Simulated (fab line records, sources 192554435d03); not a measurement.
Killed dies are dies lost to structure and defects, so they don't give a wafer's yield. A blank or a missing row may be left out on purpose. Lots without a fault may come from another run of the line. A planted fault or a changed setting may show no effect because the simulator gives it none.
Split-lot experiment | flow n5_finfet | 7 lots, 39 wafers read, on a route of 1938 steps

THE SPLIT
At N5_MOL_CONTACT_COAG_ETCHBACK_135 (etches SiO2 in CHF3, target depth 25 nm, time 16.7 s), the setting time_s was moved away from the recipe's 16.7 s on 15 of the 39 wafers read, by -38.7% to +55.7%. The other wafers ran this setting at the recipe's value.

FROM THE SPLIT TO THE READING: what the file shows between them, 1 step
- N5_MOL_CONTACT_COAG_STRIP_118: strips in CHF3

THE READING
SOC_of_MOL_CONTACT_COAG_COAT_75.thk_nm (the simulator's own value, which no gauge read), in nm, at N5_MOL_CONTACT_COAG_VIA_ETCH_46 (etches SiO2 in C4F6/O2, target depth 46 nm, overetch 9.2 nm, time 40 s). The file gives no usual value for it. The 24 wafers here that ran the recipe average 50.7 nm, standard deviation 0.38 nm.

wafer  | tool, chamber at the split | time_s as run, s | against the recipe | SOC_of_MOL_CONTACT_COAG_COAT_75.thk_nm, nm | against lot-mates on the recipe
L077.1 | rie_diel-04, 1             | 11.49            | -31.2%             | 51.4                                       | +1.3
L077.6 | rie_diel-04, 1             | 11.49            | -31.2%             | 51.4                                       | +1.3
L077.2 | rie_diel-04, 2             | 16.7             | recipe             | 50                                         | -
L077.3 | rie_diel-04, 3,0           | 16.7             | recipe             | 50.2                                       | -
L077.5 | rie_diel-04, 3,0           | 16.7             | recipe             | 50.2                                       | -
L077.4 | rie_diel-04, 0             | 11.49            | -31.2%             | 50.8                                       | +0.7
L081.1 | rie_diel-04, 1             | 26               | +55.7%             | 49.8                                       | -0.9
L081.2 | rie_diel-04, 3,0           | 26               | +55.7%             | 49.2                                       | -1.5
L081.4 | rie_diel-04, 3,0           | 26               | +55.7%             | 49.2                                       | -1.5
L081.3 | rie_diel-04, 2             | 16.7             | recipe             | 50.6                                       | -
L081.5 | rie_diel-04, 0             | 16.7             | recipe             | 50.4                                       | -
L081.6 | rie_diel-04, 1             | 16.7             | recipe             | 51.2                                       | -
L082.1 | rie_diel-01, 0,1,2,2,1     | 16.7             | recipe             | 50.8                                       | -
L082.4 | rie_diel-01, 0,1,2,2,1     | 16.7             | recipe             | 50.8                                       | -
L082.5 | rie_diel-01, 0,1,2,2,1     | 16.7             | recipe             | 50.8                                       | -
L082.2 | rie_diel-01, 0,1,2,2,1     | 16.7             | recipe             | 51.2                                       | -
L082.3 | rie_diel-01, 3             | 16.7             | recipe             | 51.2                                       | -
L082.6 | rie_diel-01, 0,1,2,2,1     | 16.7             | recipe             | 51.2                                       | -
L083.1 | rie_diel-05, 2,3,1         | 16.7             | recipe             | 51                                         | -
L083.3 | rie_diel-05, 2,3,1         | 16.7             | recipe             | 51.2                                       | -
L083.6 | rie_diel-05, 2,3,1         | 16.7             | recipe             | 50.6                                       | -
L089.1 | rie_diel-01, 2,2,1         | 16.7             | recipe             | 50.8                                       | -
L089.2 | rie_diel-01, 1,3,0         | 13.96            | -16.4%             | 51.2                                       | +0.4
L089.3 | rie_diel-01, 1,3,0         | 13.96            | -16.4%             | 51                                         | +0.2
L089.4 | rie_diel-01, 1,3,0         | 13.96            | -16.4%             | 50.8                                       | +0.0
L089.5 | rie_diel-01, 2,2,1         | 16.7             | recipe             | 50.6                                       | -
L089.6 | rie_diel-01, 2,2,1         | 16.7             | recipe             | 51                                         | -
L090.1 | rie_diel-04, 3             | 16.7             | recipe             | 50.4                                       | -
L090.2 | rie_diel-04, 2,1           | 16.7             | recipe             | 50.2                                       | -
L090.3 | rie_diel-04, 0,2,3         | 25.72            | +54.0%             | 48.8                                       | -1.6
L090.4 | rie_diel-04, 2,1           | 16.7             | recipe             | 50.6                                       | -
L090.5 | rie_diel-04, 0,2,3         | 25.72            | +54.0%             | 49                                         | -1.4
L090.6 | rie_diel-04, 0,2,3         | 25.72            | +54.0%             | 49                                         | -1.4
L091.1 | rie_diel-01, 3,2           | 10.24            | -38.7%             | 51.4                                       | +1.1
L091.2 | rie_diel-01, 3,2           | 10.24            | -38.7%             | 51.4                                       | +1.1
L091.3 | rie_diel-01, 0             | 16.7             | recipe             | 50                                         | -
L091.4 | rie_diel-01, 1,3           | 16.7             | recipe             | 50.6                                       | -
L091.5 | rie_diel-01, 1,3           | 16.7             | recipe             | 50.4                                       | -
L091.6 | rie_diel-01, 0             | 10.24            | -38.7%             | 51.2                                       | +0.9
Where a row lists several chambers, the file gives one row for several wafers and doesn't say which wafer went through which chamber.

THE FIT
A straight line over all 39 wafers: SOC_of_MOL_CONTACT_COAG_COAT_75.thk_nm changes by -0.024 nm for each +1% of time_s; r = -0.87; the points scatter about the line by 0.36 nm.
The same after taking each lot's own level away (the mean of its wafers on the recipe; 39 wafers): -0.0261 nm for each +1%; r = -0.94; scatter 0.24 nm.
On that fit, the largest move of time_s shifts the reading by 1.5 nm.
The lots' own levels span 50.13 to 51.00 nm, that is 2.3 times the standard deviation above.
So the lot-to-lot level changes the slope little: the two slopes agree.
Check: with one of the wafers moved furthest among these (+55.7%) left out of the fit, the line predicts -1.53 nm for it against its lot-mates. It came out at -0.933 nm against them.

OTHER SPLITS ON THESE WAFERS
These wafers also went through other splits before the reading. Each is held against what the fit with the lots' levels taken away leaves over:
other split on the same wafers        | wafers away from the commonest value | r with SOC_of_MOL_CONTACT_COAG_COAT_75.thk_nm (lot level and that fit taken away)
N5_FIN_SAQP_SPACER1_ALD_24 ald_cycles | 12                                   | +0.24
N5_SPACER0_ALD_08 target_thk_a        | 9                                    | -0.18
N5_HKMG_FIN_NWFM_ALD_20 ald_cycles    | 18                                   | -0.08

THE WHOLE CHAIN: every reading that the file lists as answering this split, in the file's order
step                             | what it does                                                           | reading                                                                                 | change (the file's fit)                | r (the file's)
N5_MOL_CONTACT_COAG_ETCHBACK_135 | etches SiO2 in CHF3, target depth 25 nm, time 16.7 s                   | SOC_of_MOL_CONTACT_COAG_COAT_75.thk_nm (the simulator's own value, which no gauge read) | -0.0254 nm for each +1% of the setting | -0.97
N5_MOL_CONTACT_COAG_VIA_ETCH_46  | etches SiO2 in C4F6/O2, target depth 46 nm, overetch 9.2 nm, time 40 s | SOC_of_MOL_CONTACT_COAG_COAT_75.thk_nm (the simulator's own value, which no gauge read) | -0.0261 nm for each +1% of the setting | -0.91

THE FILE'S OWN FIT
SOC_of_MOL_CONTACT_COAG_COAT_75.thk_nm changes by -0.0261 nm for each +1% of time_s, r = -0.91.
